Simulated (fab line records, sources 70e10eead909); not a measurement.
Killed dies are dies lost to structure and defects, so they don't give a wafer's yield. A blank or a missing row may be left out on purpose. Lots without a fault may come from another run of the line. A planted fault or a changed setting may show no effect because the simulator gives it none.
Chamber matching | flow nand_harc | NHARC_A_STAIRCASE_DEP_322 on pecvd-02: 3 sister chambers
The step deposits SiO2, target thk 7200 nm. 6 wafers are shown with their chamber, then 8 later ones without.

WAFERS WITH THEIR CHAMBER
wafer  | chamber | heater_power_w (W) | rf_fwd_power_W (W)
L084.4 | 1       | 597                | 499.7
L086.4 | 1       | 591                | 497.5
L086.6 | 2       | 616                | 499.8
L088.4 | 0       | 631                | 500.9
L088.6 | 2       | 603                | 498.0
L089.1 | 0       | 725                | 495.3

WAFERS WITHOUT THEIR CHAMBER
wafer  | heater_power_w (W) | rf_fwd_power_W (W)
L089.2 | 673                | 500.7
L089.6 | 627                | 499.1
L091.3 | 704                | 499.2
L091.4 | 610                | 498.3
L091.6 | 620                | 499.9
L095.2 | 718                | 498.8
L095.5 | 613                | 499.0
L095.6 | 594                | 499.6

WHICH CHAMBER EACH WENT THROUGH
wafer  | from the rows above          | in truth
L089.2 | can't be placed: 0 or 2 or 1 | 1
L089.6 | can't be placed: 2 or 1 or 0 | 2
L091.3 | can't be placed: 0 or 2      | 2
L091.4 | can't be placed: 2 or 1 or 0 | 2
L091.6 | can't be placed: 2 or 1 or 0 | 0
L095.2 | can't be placed: 0 or 2      | 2
L095.5 | can't be placed: 2 or 1 or 0 | 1
L095.6 | can't be placed: 1 or 2 or 0 | 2
Placed correctly: 0 of 8. Can't be placed from these rows: 8 (the true chamber is among the candidates in 8). Placed wrongly: 0.
How it was worked out, from the rows above alone: a wafer's distance from a chamber is the root of the sum, over the readings, of the square of ((its reading less the chamber's mean) divided by the reading's scatter). The wafer belongs to the nearest chamber; if the next one is less than 2 further off, it can't be placed. A chamber's mean is the mean of its shown wafers. The scatter: the root of (the sum of the squares of (reading less its chamber's mean) over the shown wafers, divided by (wafers less chambers)).
